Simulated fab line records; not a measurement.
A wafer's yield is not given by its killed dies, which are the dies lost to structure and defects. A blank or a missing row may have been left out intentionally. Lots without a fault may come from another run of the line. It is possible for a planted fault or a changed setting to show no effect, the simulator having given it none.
Comparing a struck lot with a sound one | flow n5-finfet | 36 steps out of a route of 1938
Sound: the wafers L816.2, L816.3, L816.5. The struck wafers were L823.3, L823.4, L823.6. The cause is named last.
Per side, at each step with rows, come the tool, then ch with its chambers, and then its first start. Under that, the readings that differ: sound wafers | struck wafers | difference of the means | sigmas: that difference in standard deviations of wafers without a fault.
alike: words and numbers the same on both sides, and readings whose means are apart by under 2 such deviations; not compared: readings that were withheld, readings missing a value for some wafer, numbers with overlapping values and no deviation given by the record, and bounds like >300 which may hide the same value.
The two part at a step that has a row with sigmas, a row that says differs or no value, or rows on one side only. Non-overlapping numbers with no deviation appear without sigmas and do not part them. A reading missing from all wafers of one side parts the sides only when that side holds two or more wafers.

first, 9 steps without rows for these wafers: N5_BEOL_M4_ANNEAL_95 (time 240 s); N5_BEOL_M4_SPUTTER_96 (material Cu, target thk 4.5 nm, time 8.29 s); N5_BEOL_M4_ECD_50 (material Cu, target thk 300 nm); N5_BEOL_M4_ANNEAL_51 (time 90 s); N5_BEOL_M4_CMP_52 (polishes, stops on SiOC, t overpolish 6.8 s, target thk 40 nm); N5_BEOL_M4_PRE_CLEAN_60 (time 15 s); N5_BEOL_M4_CO_CAP_55 (material Co, precursor CCTBA/H2, target thk 2 nm, time 102.1 s); N5_BEOL_M4_PRE_CLEAN_56 (time 15 s); N5_BEOL_M4_DEP_57 (deposits SiCN from 3MS/NH3, target thk 8 nm, time 14 s).
N5_BEOL_M4_RC_MEAS_101:
  sound on prober-02 ch 0, day 8 14:30; struck on prober-02 ch 0, day 10 18:11
  alike: DIBL_N, DIBL_P, IOFF_N, IOFF_P, ION_N, ION_P, SS_N, SS_P, VT_N, VT_P
then, 24 steps without rows for these wafers: N5_BEOL_M5_ILD_DEP_00 (deposits SiCOH lowk from DEMS/porogen, target thk 140.64 nm, time 25.9 s); N5_BEOL_M5_CURE_79 (cures SiCOH lowk, time 240 s); N5_BEOL_M5_PECVD_70 (deposits SiO2 from TEOS/O2, target thk 16 nm, time 18 s); N5_BEOL_M5_HM_DEP_02 (deposits TiN, target thk 20 nm); N5_BEOL_M5_COAT_59 (time 60 s, resist thk 60 nm); N5_BEOL_M5_COAT_60 (time 60 s, resist thk 12 nm); N5_BEOL_M5_COAT_71 (time 60 s, resist thk 5 nm); N5_BEOL_M5_COAT_05 (resist thk 30 nm); N5_BEOL_M5_EBR_07; N5_BEOL_M5_SOFTBAKE_06 (time 60 s); N5_BEOL_M5_EXPOSE_08 (exposes mask M5, target cd 28 nm); N5_BEOL_M5_PEB_09 (peb time 60 s); N5_BEOL_M5_DEVELOP_10 (develop time 30 s); N5_BEOL_M5_DESCUM_16 (chemistry O2, time 7 s); N5_BEOL_M5_ETCH_72 (etches underlayer in N2/H2, target depth 6.5 nm, time 5.2 s); N5_BEOL_M5_ETCH_61 (etches SiARC in CF4, target depth 15.6 nm, time 26 s); N5_BEOL_M5_ETCH_62 (etches SOC in N2/H2, target depth 75 nm, overetch 15 nm, time 112.5 s); N5_BEOL_M5_STRIP_63 (strips in N2/H2); N5_BEOL_M5_STRIP_73 (strips in N2/H2); N5_BEOL_M5_STRIP_64 (strips in CF4); N5_BEOL_M5_HM_OPEN_17 (chemistry Cl2/BCl3, target TiN, target depth 20 nm, overetch 6 nm); N5_BEOL_M5_STRIP_19 (strips in O2); N5_BEOL_M5_COAT_65 (time 60 s, resist thk 60 nm); N5_BEOL_M5_COAT_66 (time 60 s, resist thk 12 nm).
N5_BEOL_M8_ETCH_41: etches SiCN in CH3F/O2, target depth 31.9 nm, time 57.8 s.
  sound on rie-diel-02 ch 0,2,3, day 10 01:30; struck on rie-diel-03 ch 0,3, day 12 07:41
  no value came back on the struck wafers for any of 8 readings (CH3F_flow_sccm (sccm), O2_flow_sccm (sccm) and others); on the sound wafers CH3F_flow_sccm (sccm) reads 29.98 29.89 29.94
  not compared: rf-hours-counter-h
-- here the record skips 3 days between the struck wafers' starts before and after, leaving off in module BEOL_M8 and picking up in module PASSIVATION (first step shown: number 1936 of the route) --
N5_PASSIVATION_PROBE_49:
  sound on prober-01, day 12 19:17; struck on prober-01, day 15 01:49
  reading                  | sound          | struck         | difference | sigmas
  defect-limited-yield (%) | 92.1 92.1 90.8 | 0 0 0          | -92        | -65
  killed_at_M4_up          | 18 11 28       | 1100 1080 1097 | +1073      | +99 or more
  killed-at-contacts       | 8 4 3          | 22 21 18       | +15        | +2
  killed-dies              | 93 93 108      | 1180 1180 1180 | +1082      | +64
  killed-on-rim            | 13 14 17       | 152 152 152    | +137       | +33
  sort_bin_5_function (%)  | 4.4 4.5 4.8    | 96.6 96.9 96.5 | +92.1      | +99 or more
  sort-n-pass              | 1087 1087 1072 | 0 0 0          | -1082      | -64
  sort-yield-pct (%)       | 92.1 92.1 90.8 | 0 0 0          | -92        | -65
  alike: killed_at_M0_to_M3, killed-at-front-end, killed-at-other, killed-open, killed-short, sort_bin_6_memory

WHERE THEY PART
At N5_BEOL_M8_ETCH_41 first; at N5_PASSIVATION_PROBE_49 last (within this record only).

WHY: what the simulator had put in
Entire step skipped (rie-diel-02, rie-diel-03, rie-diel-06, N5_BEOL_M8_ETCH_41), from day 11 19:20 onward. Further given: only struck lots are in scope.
